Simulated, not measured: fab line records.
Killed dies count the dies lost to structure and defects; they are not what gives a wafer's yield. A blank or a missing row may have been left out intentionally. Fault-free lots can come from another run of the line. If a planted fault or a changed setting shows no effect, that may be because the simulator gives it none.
fab line records + flow nand_harc
record
- lots=12
- wafers=35
- last_day=33
route steps=1302 shown A_STAIRCASE@686 END@1302
lots untouched by any fault: they come from a run of this same line in which no faults occurred
start_h: the number of hours between the record's first day and the start of the first shown wafer of the lot + wait_h: hours from the lot's prior step to this one + " identical to the entry in the row above + L1.1+2: a single row standing in for several wafers + - either no value or no given start + * or withheld: withheld + < > ~ a bound
route shown NAME@n: names a module that has steps shown in the file, with the first one's number in the route + usual: mean/standard deviation of fault-free wafers + same: alike in all rows + chamber/n: place in a boat + sites: readings site by site + _std_site: standard deviation across them + _edge_site: mean of outer sites minus mean of inner sites + radius_mm: how far each site lies from the wafer's centre + mask NAME#n: copy n + behind: the tool/chamber that last shaped the wafer + hold: why the lot was held/for how many hours/how that ended + device: the transistor (n, p or np) that didn't switch + end of line: at the end of the route, the tests of the same wafers + where a step has no rows: the recipe by itself + killed: count of dies lost to structure and defects at first sort (not the wafer's yield) + map: a wafer's dies, marking killed ones x, the rest . and places with no die _
set.NAME: the setting the step ran with; set.NAME@STEP: the setting that earlier step ran with + model.NAME: the simulator's own value behind a step, which no gauge read
the route's steps for a sample of lots (tables are steps, rows are wafers)
services: when a tool's chamber went out of use (start_h, in hours from the record's first day, below 0 if earlier), for how many hours, and the reason
## steps
# step NHARC_A_STAIRCASE_STRIP_175
# recipe
- power_w=1500
- temp_c=250
- chemistry=O2
# usual
- drypump_motor_current_A=5.8/0.5
- heater_power_w=327/24
| lot.wafer | tool            | chamber | start_h | wait_h | drypump_motor_current_A | heater_power_w | rf_hours_counter_h |
|-----------|-----------------|---------|---------|--------|-------------------------|----------------|--------------------|
| L488.3    | plasma_asher-02 | 1       | 349.24  | 0.9    | 5.7                     | 351            | -                  |
| L488.6    | "               | 0       | "       | "      | 6.0                     | 333            | -                  |
| L488.5    | "               | 1       | "       | "      | 5.6                     | 355            | -                  |
| L489.1    | plasma_asher-02 | 1       | 358.78  | 0.1    | 5.6                     | 345            | 23                 |
| L489.5    | "               | 1       | "       | "      | 5.6                     | 352            | -                  |
| L489.6    | "               | 0       | "       | "      | 6.0                     | 331            | -                  |
| L490.1    | plasma_asher-02 | 0       | 371.77  | 0.1    | 6.0                     | 336            | 25                 |
| L490.3    | "               | 1       | "       | "      | 5.6                     | 347            | -                  |
| L490.6    | "               | 1       | "       | "      | 5.6                     | 350            | -                  |
| L492.2    | plasma_asher-01 | 0       | 379.49  | 0.1    | 6.5                     | 294            | 5                  |
| L492.4    | "               | 0       | "       | "      | 6.5                     | 300            | -                  |
| L492.6    | "               | 1       | "       | "      | 5.1                     | 324            | -                  |
| L495.4    | plasma_asher-02 | 0       | 417.42  | 0.2    | 6.0                     | 334            | -                  |
| L495.6    | "               | 1       | "       | "      | 5.6                     | 349            | -                  |
| L495.5    | "               | 0       | "       | "      | 6.0                     | 338            | -                  |
| L496.2    | plasma_asher-01 | 1       | 433.82  | 0.3    | 5.1                     | 318            | 18                 |
| L496.4    | "               | 1       | "       | "      | 5.1                     | 318            | -                  |
| L496.6    | "               | 0       | "       | "      | 6.5                     | 282            | -                  |
| L501.1    | plasma_asher-02 | 1       | 475.14  | 0.1    | 5.6                     | 357            | 8                  |
| L501.4    | "               | 1       | "       | "      | 5.6                     | 355            | -                  |
| L501.3    | "               | 0       | "       | "      | 6.0                     | 348            | -                  |
| L504.2    | plasma_asher-02 | 1       | 520.58  | 0.1    | 5.7                     | 358            | 17                 |
| L504.5    | "               | 0       | "       | "      | 6.0                     | 342            | -                  |
| L507.1    | plasma_asher-02 | 0       | 540.89  | 0.1    | 6.0                     | 346            | 22                 |
| L507.3    | "               | 0       | "       | "      | 6.0                     | 346            | -                  |
| L507.5    | "               | 1       | "       | "      | 5.7                     | 371            | -                  |
| L506.2    | plasma_asher-02 | 1       | 543.78  | 0.1    | 5.7                     | 355            | 22                 |
| L506.4    | "               | 0       | "       | "      | 6.0                     | 340            | -                  |
| L506.6    | "               | 0       | "       | "      | 6.0                     | 334            | -                  |
| L509.2    | plasma_asher-01 | 0       | 566.28  | 0.1    | 6.5                     | 289            | 8                  |
| L509.3    | "               | 1       | "       | "      | 5.1                     | 319            | -                  |
| L509.6    | "               | 0       | "       | "      | 6.5                     | 286            | -                  |
| L511.4    | plasma_asher-01 | 1       | 578.82  | 0.2    | 5.1                     | 319            | -                  |
| L511.5    | "               | 1       | "       | "      | 5.1                     | 324            | -                  |
| L511.6    | "               | 0       | "       | "      | 6.5                     | 280            | -                  |
# step NHARC_A_STAIRCASE_ETCH_188
# recipe
- target_depth_a=1000
- time_s=40.5
- ion_energy_ev=400
- c4f8_flow_sccm=20
- o2_flow_sccm=10
- ar_flow_sccm=withheld
- rf_w=600
- bias_w=1000
- chemistry=C4F8/O2
# usual
- oes_product_au=0.948/0.018
- rf_vpp_V=895/3.6
- run_length_s=61.7/0.49
| lot.wafer | tool        | chamber | start_h | wait_h | oes_product_au | rf_hours_counter_h | rf_vpp_V | run_length_s |
|-----------|-------------|---------|---------|--------|----------------|--------------------|----------|--------------|
| L488.3    | rie_diel-05 | 3       | -       | -      | 0.940          | 35                 | 893      | 61.8         |
| L488.5    | "           | 2       | "       | "      | 0.955          | -                  | 895      | 61.8         |
| L488.6    | "           | 3       | "       | "      | 0.950          | -                  | 893      | 62.3         |
| L489.1    | rie_diel-12 | 2       | -       | -      | 0.935          | 19                 | 899      | 62.1         |
| L489.5    | "           | 1       | "       | "      | 0.961          | -                  | 895      | 61.2         |
| L489.6    | "           | 2       | "       | "      | 0.950          | -                  | 896      | 62.3         |
| L490.3    | rie_diel-04 | 0       | -       | -      | 0.971          | 4                  | 897      | 62.3         |
| L490.1    | "           | 2       | "       | "      | 0.964          | 5                  | 903      | 62.4         |
| L490.6    | "           | 1       | "       | "      | 0.957          | -                  | 899      | 61.4         |
| L492.2    | rie_diel-04 | 3       | -       | -      | 0.961          | 8                  | 895      | 61.7         |
| L492.4    | "           | 0       | "       | "      | 0.967          | 6                  | 896      | 61.8         |
| L492.6    | "           | 3       | "       | "      | 0.952          | -                  | 894      | 61.2         |
| L495.4    | rie_diel-12 | 3       | -       | -      | 0.943          | 46                 | 889      | 61.9         |
| L495.5    | "           | 1       | "       | "      | 0.959          | -                  | 897      | 61.2         |
| L495.6    | "           | 2       | "       | "      | 0.966          | -                  | 897      | 62.4         |
| L496.4    | rie_diel-12 | 3       | -       | -      | 0.947          | 51                 | 890      | 62.2         |
| L496.2    | "           | 0       | "       | "      | 0.945          | 53                 | 891      | 61.2         |
| L496.6    | "           | 0       | "       | "      | 0.955          | -                  | 890      | 61.3         |
| L501.4    | rie_diel-04 | 0       | -       | -      | 0.984          | 34                 | 897      | 61.4         |
| L501.1    | "           | 1       | "       | "      | 0.948          | 31                 | 898      | 61.1         |
| L501.3    | "           | 2       | "       | "      | 0.954          | 35                 | 900      | 62.5         |
| L504.2    | rie_diel-12 | 0       | -       | -      | 0.952          | 20                 | 892      | 61.6         |
| L504.5    | "           | 0       | "       | "      | 0.953          | -                  | 892      | 61.9         |
| L507.3    | rie_diel-04 | 1       | -       | -      | 0.960          | 1                  | 899      | 61.1         |
| L507.1    | "           | 2       | "       | "      | 0.960          | 1                  | 903      | 62.2         |
| L507.5    | "           | 2       | "       | "      | 0.948          | -                  | 901      | 62.5         |
| L506.2    | rie_diel-12 | 3       | -       | -      | 0.939          | 26                 | 888      | 61.9         |
| L506.4    | "           | 1       | "       | "      | 0.962          | 31                 | 896      | 61.1         |
| L506.6    | "           | 3       | "       | "      | 0.924          | -                  | 889      | 62.1         |
| L509.3    | rie_diel-04 | 1       | -       | -      | 0.935          | 8                  | 898      | 61.1         |
| L509.2    | "           | 3       | "       | "      | 0.934          | 10                 | 893      | 60.9         |
| L509.6    | "           | 0       | "       | "      | 0.944          | -                  | 894      | 61.9         |
| L511.6    | rie_diel-12 | 2       | -       | -      | 0.897          | -                  | 895      | 62.2         |
| L511.5    | "           | 3       | "       | "      | 0.897          | -                  | 890      | 62.0         |
| L511.4    | "           | 1       | "       | "      | 0.938          | -                  | 895      | 61.4         |
# step NHARC_A_STAIRCASE_TRIM_196
# recipe
- time_s=211.2
- o2_flow_sccm=500
- ar_flow_sccm=0
- bias_w=0
- chemistry=O2
# usual
- drypump_motor_current_A=5.81/0.25
- oes_product_au=1.002/0.015
- rf_vpp_V=57.6/0.89
- showerhead_plenum_p_Torr=3.50/0.11
- throttle_valve_pct=17.037/0.01
| lot.wafer | tool        | chamber | start_h | wait_h | drypump_motor_current_A | oes_product_au | rf_hours_counter_h | rf_vpp_V | showerhead_plenum_p_Torr | throttle_valve_pct |
|-----------|-------------|---------|---------|--------|-------------------------|----------------|--------------------|----------|--------------------------|--------------------|
| L488.3    | rie_diel-04 | 0       | 351.78  | 0.1    | 5.95                    | 1.010          | 30                 | 58.7     | 3.56                     | 17.027             |
| L488.5    | "           | 2       | "       | "      | 6.24                    | 1.001          | -                  | 57.9     | 3.71                     | 17.049             |
| L488.6    | "           | 3       | "       | "      | 5.54                    | 1.006          | -                  | 56.5     | 3.48                     | 17.051             |
| L489.1    | rie_diel-05 | 0       | 361.40  | 0.1    | 5.42                    | 0.997          | 47                 | 58.1     | 3.45                     | 17.033             |
| L489.5    | "           | 0       | "       | "      | 5.43                    | 0.996          | -                  | 57.1     | 3.45                     | 17.021             |
| L489.6    | "           | 1       | "       | "      | 6.07                    | 1.018          | -                  | 56.9     | 3.33                     | 17.041             |
| L490.3    | rie_diel-12 | 1       | 374.37  | 0.1    | 5.82                    | 1.007          | 36                 | 59.1     | 3.54                     | 17.023             |
| L490.1    | "           | 2       | "       | "      | 5.79                    | 1.007          | 27                 | 57.3     | 3.54                     | 17.027             |
| L490.6    | "           | 0       | "       | "      | 5.85                    | 1.004          | -                  | 56.6     | 3.42                     | 17.044             |
| L492.4    | rie_diel-04 | 0       | 382.11  | 0.1    | 5.94                    | 1.008          | 6                  | 58.4     | 3.56                     | 17.026             |
| L492.2    | "           | 1       | "       | "      | 5.60                    | 0.991          | 7                  | 58.7     | 3.61                     | 17.021             |
| L492.6    | "           | 2       | "       | "      | 6.25                    | 1.000          | -                  | 58.5     | 3.70                     | 17.042             |
| L495.4    | rie_diel-05 | 3       | 419.97  | 0.1    | 5.75                    | 0.997          | 1                  | 55.9     | 3.41                     | 17.048             |
| L495.6    | "           | 0       | "       | "      | 5.41                    | 0.994          | -                  | 56.3     | 3.45                     | 17.039             |
| L495.5    | "           | 1       | "       | "      | 6.06                    | 1.017          | -                  | 58.6     | 3.32                     | 17.032             |
| L496.2    | rie_diel-12 | 1       | 436.37  | 0.1    | 5.83                    | 1.024          | 57                 | 56.2     | 3.53                     | 17.031             |
| L496.4    | "           | 2       | "       | "      | 5.81                    | 1.005          | 49                 | 58.2     | 3.53                     | 17.037             |
| L496.6    | "           | 0       | "       | "      | 5.82                    | 0.994          | -                  | 57.8     | 3.41                     | 17.049             |
| L501.3    | rie_diel-04 | 3       | 477.76  | 0.1    | 5.53                    | 1.004          | 38                 | 58.3     | 3.46                     | 17.032             |
| L501.1    | "           | 1       | "       | "      | 5.58                    | 0.997          | 31                 | 57.4     | 3.60                     | 17.031             |
| L501.4    | "           | 2       | "       | "      | 6.22                    | 1.011          | 35                 | 58.2     | 3.69                     | 17.024             |
| L504.2    | rie_diel-12 | 0       | 523.33  | 0.1    | 5.86                    | 1.001          | 20                 | 58.3     | 3.39                     | 17.044             |
| L504.5    | "           | 3       | "       | "      | 5.60                    | 0.971          | -                  | 57.9     | 3.34                     | 17.029             |
| L507.1    | rie_diel-04 | 0       | 544.43  | 0.1    | 5.92                    | 1.006          | 2                  | 58.0     | 3.53                     | 17.053             |
| L507.3    | "           | 3       | "       | "      | 5.55                    | 1.017          | 2                  | 57.9     | 3.45                     | 17.053             |
| L507.5    | "           | 1       | "       | "      | 5.62                    | 0.994          | -                  | 57.8     | 3.59                     | 17.037             |
| L506.4    | rie_diel-04 | 1       | 546.29  | 0.1    | 5.61                    | 1.002          | 2                  | 56.2     | 3.59                     | 17.040             |
| L506.2    | "           | 3       | "       | "      | 5.56                    | 1.018          | 2                  | 58.3     | 3.45                     | 17.038             |
| L506.6    | "           | 1       | "       | "      | 5.61                    | 1.001          | -                  | 58.2     | 3.59                     | 17.046             |
| L509.3    | rie_diel-05 | 0       | 568.90  | 0.1    | 5.41                    | 0.967          | 51                 | 59.2     | 3.42                     | 17.041             |
| L509.2    | "           | 2       | "       | "      | 6.03                    | 1.006          | 57                 | 57.3     | 3.46                     | 17.054             |
| L509.6    | "           | 1       | "       | "      | 6.07                    | 1.011          | -                  | 56.9     | 3.29                     | 17.043             |
| L511.5    | rie_diel-12 | 1       | 582.08  | 0.2    | 5.82                    | 1.008          | -                  | 58.5     | 3.50                     | 17.048             |
| L511.6    | "           | 2       | "       | "      | 5.79                    | 0.985          | -                  | 58.2     | 3.50                     | 17.026             |
| L511.4    | "           | 3       | "       | "      | 5.60                    | 0.980          | -                  | 57.6     | 3.33                     | 17.046             |
# step NHARC_A_STAIRCASE_ETCH_199
# recipe
- target_depth_a=1000
- time_s=40.5
- ion_energy_ev=400
- c4f8_flow_sccm=20
- o2_flow_sccm=10
- ar_flow_sccm=withheld
- rf_w=600
- bias_w=1000
- chemistry=C4F8/O2
# usual
- oes_product_au=0.948/0.017
- rf_vpp_V=895/4.1
- run_length_s=61.8/0.5
| lot.wafer | tool        | chamber | start_h | wait_h | oes_product_au | rf_hours_counter_h | rf_vpp_V | run_length_s |
|-----------|-------------|---------|---------|--------|----------------|--------------------|----------|--------------|
| L488.3    | rie_diel-04 | 2       | 352.16  | -      | 0.968          | 60                 | 904      | 61.8         |
| L488.5    | "           | 2       | "       | "      | 0.961          | -                  | 902      | 61.8         |
| L488.6    | "           | 3       | "       | "      | 0.958          | -                  | 894      | 61.0         |
| L489.1    | rie_diel-05 | 2       | 361.84  | -      | 0.969          | 40                 | 894      | 61.8         |
| L489.5    | "           | 0       | "       | "      | 0.928          | -                  | 895      | 61.9         |
| L489.6    | "           | 1       | "       | "      | 0.953          | -                  | 888      | 62.5         |
| L490.3    | rie_diel-12 | 2       | 374.78  | -      | 0.965          | 27                 | 895      | 62.6         |
| L490.1    | "           | 0       | "       | "      | 0.957          | 34                 | 892      | 61.4         |
| L490.6    | "           | 1       | "       | "      | 0.962          | -                  | 897      | 61.5         |
| L492.4    | rie_diel-04 | 2       | 382.50  | -      | 0.950          | 8                  | 903      | 62.2         |
| L492.2    | "           | 0       | "       | "      | 0.970          | 7                  | 898      | 61.5         |
| L492.6    | "           | 1       | "       | "      | 0.943          | -                  | 898      | 61.3         |
| L495.4    | rie_diel-05 | 0       | 420.40  | -      | 0.943          | 1                  | 892      | 62.3         |
| L495.5    | "           | 3       | "       | "      | 0.953          | -                  | 893      | 61.9         |
| L495.6    | "           | 0       | "       | "      | 0.937          | -                  | 892      | 62.0         |
| L496.2    | rie_diel-12 | 3       | 436.76  | -      | 0.929          | 51                 | 889      | 62.2         |
| L496.4    | "           | 0       | "       | "      | 0.953          | 53                 | 891      | 61.3         |
| L496.6    | "           | 1       | "       | "      | 0.964          | -                  | 895      | 61.3         |
| L501.1    | rie_diel-04 | 1       | 478.19  | -      | 0.936          | 31                 | 898      | 61.1         |
| L501.3    | "           | 2       | "       | "      | 0.942          | 35                 | 901      | 62.3         |
| L501.4    | "           | 3       | "       | "      | 0.949          | 38                 | 894      | 61.0         |
| L504.2    | rie_diel-12 | 2       | 523.86  | -      | 0.923          | 21                 | 896      | 63.8         |
| L504.5    | "           | 3       | "       | "      | 0.918          | -                  | 887      | 61.8         |
| L507.1    | rie_diel-04 | 2       | 544.85  | -      | 0.982          | 2                  | 902      | 61.8         |
| L507.3    | "           | 3       | "       | "      | 0.969          | 2                  | 893      | 61.2         |
| L507.5    | "           | 2       | "       | "      | 0.969          | -                  | 902      | 62.2         |
| L506.4    | rie_diel-04 | 2       | 546.72  | -      | 0.960          | 2                  | 902      | 62.2         |
| L506.2    | "           | 1       | "       | "      | 0.937          | 2                  | 900      | 61.2         |
| L506.6    | "           | 3       | "       | "      | 0.964          | -                  | 892      | 61.1         |
| L509.3    | rie_diel-05 | 1       | 569.56  | -      | 0.931          | 56                 | 889      | 63.0         |
| L509.2    | "           | 3       | "       | "      | 0.942          | 56                 | 891      | 62.0         |
| L509.6    | "           | 1       | "       | "      | 0.938          | -                  | 888      | 63.2         |
| L511.4    | rie_diel-12 | 3       | 582.52  | -      | 0.912          | -                  | 889      | 62.0         |
| L511.6    | "           | 1       | "       | "      | 0.955          | -                  | 895      | 61.1         |
| L511.5    | "           | 2       | "       | "      | 0.927          | -                  | 894      | 62.3         |
# step NHARC_END_SORT_01
# recipe
- temp_c=25
# usual
- killed_at_array=52/19
- killed_at_other=1.0/1.2
- killed_at_periphery=4.1/2.8
- killed_dies=57/19
- killed_open=3.1/1.7
- killed_short=2.5/1.5
# same
- gross_dies=677
| lot.wafer | tool      | chamber | start_h | wait_h | killed_at_array | killed_at_other | killed_at_periphery | killed_dies | killed_open | killed_short |
|-----------|-----------|---------|---------|--------|-----------------|-----------------|---------------------|-------------|-------------|--------------|
| L488.3    | prober-01 | 0       | 550.81  | 3.1    | 88              | 0               | 1                   | 89          | 3           | 2            |
| L488.5    | prober-01 | 0       | 552.42  | 3.7    | 70              | 0               | 8                   | 78          | 3           | 3            |
| L488.6    | prober-01 | 0       | 553.23  | 4.0    | 72              | 0               | 4                   | 76          | 2           | 4            |
| L489.1    | prober-01 | 0       | 562.02  | 2.5    | 53              | 0               | 3                   | 56          | 2           | 1            |
| L489.5    | prober-01 | 0       | 565.27  | 3.8    | 70              | 0               | 3                   | 73          | 6           | 3            |
| L489.6    | prober-01 | 0       | 566.08  | 4.1    | 46              | 0               | 0                   | 46          | 5           | 0            |
| L495.4    | prober-01 | 0       | 626.71  | 3.4    | 49              | 2               | 3                   | 54          | 5           | 2            |
| L495.5    | prober-01 | 0       | 627.51  | 3.7    | 89              | 0               | 0                   | 89          | 2           | 1            |
| L495.6    | prober-01 | 0       | 628.31  | 4.0    | 51              | 1               | 3                   | 55          | 1           | 2            |
| L504.2    | prober-01 | 0       | 719.17  | 2.8    | 57              | 0               | 3                   | 60          | 3           | 5            |
| L504.5    | prober-01 | 0       | 721.58  | 3.7    | 58              | 0               | 3                   | 61          | 4           | 2            |
| L507.1    | prober-01 | 0       | 749.31  | 2.5    | 53              | 2               | 0                   | 55          | 3           | 2            |
| L507.3    | prober-01 | 0       | 750.89  | 3.1    | 62              | 0               | 4                   | 66          | 4           | 0            |
| L507.5    | prober-01 | 0       | 752.47  | 3.7    | 67              | 1               | 1                   | 69          | 2           | 4            |
| L506.2    | prober-01 | 0       | 762.10  | 2.8    | 26              | 0               | 0                   | 26          | 2           | 1            |
| L506.4    | prober-01 | 0       | 763.69  | 3.4    | 38              | 0               | 2                   | 40          | 5           | 2            |
| L506.6    | prober-01 | 0       | 765.27  | 4.0    | 32              | 1               | 2                   | 35          | 5           | 3            |
# killed by level:class
L488.3 A_CHANNEL_HOLE_D1:chamber_film_flake=36 A_CHANNEL_HOLE_D2:chamber_film_flake=26 A_SLIT:chamber_film_flake=12 A_ONON_D2:geometric_particle:open=2 A_CHANNEL_FILL_D1:chamber_film_flake=2 A_CHANNEL_FILL_D2:chamber_film_flake=2 A_STAIRCASE:chamber_film_flake=2 A_CONTACT:chamber_film_flake=2
L488.5 A_SLIT:chamber_film_flake=23 A_CHANNEL_HOLE_D1:chamber_film_flake=15 A_CHANNEL_HOLE_D2:chamber_film_flake=14 A_STAIRCASE:chamber_film_flake=7 P_GATE:chamber_film_flake=4 P_M2:chamber_film_flake=3 A_CHANNEL_FILL_D2:chamber_film_flake=2 A_CONTACT:chamber_film_flake=2
L488.6 A_CHANNEL_HOLE_D1:chamber_film_flake=25 A_CHANNEL_HOLE_D2:chamber_film_flake=17 A_SLIT:chamber_film_flake=9 A_CONTACT:chamber_film_flake=7 A_CHANNEL_FILL_D1:chamber_film_flake=3 A_CHANNEL_FILL_D2:chamber_film_flake=3 A_STAIRCASE:chamber_film_flake=3 P_GATE:chamber_film_flake=2
L489.1 A_CHANNEL_HOLE_D2:chamber_film_flake=24 A_CHANNEL_HOLE_D1:chamber_film_flake=21 A_STAIRCASE:chamber_film_flake=3 A_ZERO_WELL:chamber_film_flake=2 P_GATE:geometric_particle:open=1 P_CONTACT:geometric_particle:open=1 A_CHANNEL_HOLE_D1:geometric_particle:short=1 P_STI:chamber_film_flake=1
L489.5 A_CHANNEL_HOLE_D1:chamber_film_flake=32 A_CHANNEL_HOLE_D2:chamber_film_flake=22 A_STAIRCASE:chamber_film_flake=3 A_ONON_D1:geometric_particle:short=2 A_ZERO_WELL:chamber_film_flake=2 P_GATE:geometric_particle:open=1 P_CONTACT:geometric_particle:open=1 A_SOURCE_PLATE:geometric_particle:short=1
L489.6 A_CHANNEL_HOLE_D1:chamber_film_flake=21 A_CHANNEL_HOLE_D2:chamber_film_flake=12 A_CONTACT:chamber_film_flake=3 A_CHANNEL_FILL_D2:chamber_film_flake=2 A_SOURCE_PLATE:geometric_particle:open=1 A_DECK1_JOINT:geometric_particle:open=1 A_ONON_D2:geometric_particle:open=1 A_CHANNEL_FILL_D2:geometric_particle:open=1
L495.4 A_CHANNEL_HOLE_D2:chamber_film_flake=21 A_SLIT:chamber_film_flake=11 A_STAIRCASE:chamber_film_flake=4 A_CHANNEL_HOLE_D1:chamber_film_flake=2 THIN_TSV:chamber_film_flake=2 A_WL_FILL:chamber_film_flake=2 P_CONTACT:geometric_particle:open=1 P_M0:geometric_particle:open=1
L495.5 A_CHANNEL_HOLE_D2:chamber_film_flake=38 A_SLIT:chamber_film_flake=30 A_STAIRCASE:chamber_film_flake=5 A_CHANNEL_HOLE_D1:chamber_film_flake=4 A_CHANNEL_FILL_D1:chamber_film_flake=2 A_WL_FILL:chamber_film_flake=2 A_CONTACT:chamber_film_flake=2 A_CHANNEL_FILL_D1:geometric_particle:open=1
L495.6 A_CHANNEL_HOLE_D2:chamber_film_flake=19 A_SLIT:chamber_film_flake=12 A_STAIRCASE:chamber_film_flake=9 A_CONTACT:chamber_film_flake=3 P_GATE:chamber_film_flake=2 A_CHANNEL_FILL_D1:chamber_film_flake=2 A_WL_FILL:chamber_film_flake=2 A_SOURCE_PLATE:geometric_particle:open=1
L504.2 A_CHANNEL_HOLE_D2:chamber_film_flake=14 A_SLIT:chamber_film_flake=13 A_CHANNEL_HOLE_D1:chamber_film_flake=11 A_STAIRCASE:chamber_film_flake=5 A_CONTACT:chamber_film_flake=3 A_ONON_D1:geometric_particle:short=2 P_GATE:chamber_film_flake=2 A_CHANNEL_FILL_D1:chamber_film_flake=2
L504.5 A_SLIT:chamber_film_flake=27 A_CHANNEL_HOLE_D2:chamber_film_flake=9 A_CHANNEL_HOLE_D1:chamber_film_flake=7 A_STAIRCASE:chamber_film_flake=4 A_CONTACT:chamber_film_flake=3 A_WL_FILL:chamber_film_flake=2 P_CONTACT:geometric_particle:short=1 P_M0:geometric_particle:open=1
L507.1 A_CHANNEL_HOLE_D1:chamber_film_flake=22 A_CHANNEL_HOLE_D2:chamber_film_flake=9 A_SLIT:chamber_film_flake=7 A_CONTACT:chamber_film_flake=6 A_WL_FILL:geometric_particle:open=2 A_ZERO_WELL:chamber_film_flake=2 THIN_TSV:chamber_film_flake=2 A_SOURCE_PLATE:geometric_particle:short=1
L507.3 A_CHANNEL_HOLE_D1:chamber_film_flake=21 A_CHANNEL_HOLE_D2:chamber_film_flake=21 A_CONTACT:chamber_film_flake=9 A_SLIT:chamber_film_flake=3 A_ZERO_WELL:chamber_film_flake=3 A_STAIRCASE:chamber_film_flake=2 P_CONTACT:geometric_particle:open=1 P_M0:geometric_particle:open=1
L507.5 A_CHANNEL_HOLE_D1:chamber_film_flake=18 A_CHANNEL_HOLE_D2:chamber_film_flake=16 A_CONTACT:chamber_film_flake=12 A_SLIT:chamber_film_flake=8 A_STAIRCASE:chamber_film_flake=4 A_SOURCE_PLATE:geometric_particle:short=1 A_ONON_D1:geometric_particle:short=1 A_ONON_D2:geometric_particle:open=1
L506.2 A_SLIT:chamber_film_flake=11 A_CONTACT:chamber_film_flake=6 A_CHANNEL_HOLE_D1:chamber_film_flake=3 A_SGD_CUT:chamber_film_flake=2 A_CHANNEL_FILL_D1:geometric_particle:short=1 A_DECK1_JOINT:geometric_particle:open=1 A_CHANNEL_FILL_D2:geometric_particle:open=1 A_CHANNEL_HOLE_D2:chamber_film_flake=1
L506.4 A_SLIT:chamber_film_flake=10 A_CONTACT:chamber_film_flake=8 A_CHANNEL_HOLE_D1:chamber_film_flake=6 A_STAIRCASE:chamber_film_flake=5 A_CHANNEL_FILL_D1:chamber_film_flake=3 P_GATE:geometric_particle:open=1 P_M0:geometric_particle:open=1 A_ONON_D1:geometric_particle:open=1
L506.6 A_CONTACT:chamber_film_flake=9 A_CHANNEL_HOLE_D1:chamber_film_flake=8 A_SLIT:chamber_film_flake=5 A_M1:geometric_particle:open=2 P_GATE:geometric_particle:open=1 A_ONON_D1:geometric_particle:short=1 A_CHANNEL_HOLE_D1:geometric_particle:open=1 A_CHANNEL_FILL_D1:geometric_particle:open=1
## services
| tool            | chamber | start_h | hours | kind       |
|-----------------|---------|---------|-------|------------|
| rie_diel-04     | 0       | 335.84  | -     | clean      |
| rie_diel-04     | 1       | 335.84  | -     | clean      |
| rie_diel-04     | 2       | 335.84  | -     | clean      |
| rie_diel-04     | 3       | 335.84  | -     | clean      |
| plasma_asher-01 | -       | 342.26  | 9.0   | pm         |
| rie_diel-04     | -       | 355.26  | 9.0   | pm         |
| rie_diel-04     | 0       | 355.26  | 9.0   | vent_cycle |
| rie_diel-04     | 1       | 355.26  | 9.0   | vent_cycle |
| rie_diel-04     | 2       | 355.26  | 9.1   | vent_cycle |
| rie_diel-04     | 3       | 355.26  | 9.0   | vent_cycle |
| rie_diel-04     | 0       | 364.26  | -     | clean      |
| rie_diel-04     | 1       | 364.26  | -     | clean      |
| plasma_asher-01 | -       | 384.00  | 0.6   | repair     |
| rie_diel-05     | -       | 406.62  | 9.0   | pm         |
| plasma_asher-02 | -       | 426.00  | 9.0   | pm         |
| rie_diel-05     | 1       | 434.90  | 8.5   | repair     |
| rie_diel-12     | 1       | 436.89  | 4.7   | repair     |
| rie_diel-12     | -       | 447.69  | 9.0   | pm         |
| rie_diel-05     | 0       | 488.97  | 8.7   | repair     |
| plasma_asher-01 | -       | 512.78  | 0.7   | repair     |
| plasma_asher-01 | -       | 519.26  | 9.0   | pm         |
| rie_diel-04     | -       | 532.26  | 9.0   | pm         |
| plasma_asher-02 | -       | 559.28  | 1.2   | repair     |
| rie_diel-12     | 0       | 576.81  | 15.6  | repair     |
## key
first_sign
- step=NHARC_A_STAIRCASE_ETCH_199
- reading=run_length_s
- direction=up
- sigmas=4
- usual=*
- struck=*
effect none on later readings
met_at NHARC_A_STAIRCASE_ETCH_199
struck_lots L504
struck_wafers L504.2
tester_left_out L504
not_acting_at NHARC_A_STAIRCASE_STRIP_175,NHARC_A_STAIRCASE_ETCH_188,NHARC_A_STAIRCASE_TRIM_196
onset_between 436.76 523.86
fault
- kind=process_parameter_drift
- tool=rie_diel-12
- chamber=-
- onset_h=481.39
- steps=NHARC_A_STAIRCASE_ETCH_199
- channel=time_s
- offset=*
- shape=step
- end_h=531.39
- scope=struck_wafers_only
- acts_in=*
- stated=*
# tester_left_out: of these lots the tester's yield and bins aren't shown, on N5 and GAA mostly nor the transistor test; their killed dies are dies lost to structure and defects alone, not to doping, threshold or leakage, so they don't give the yield
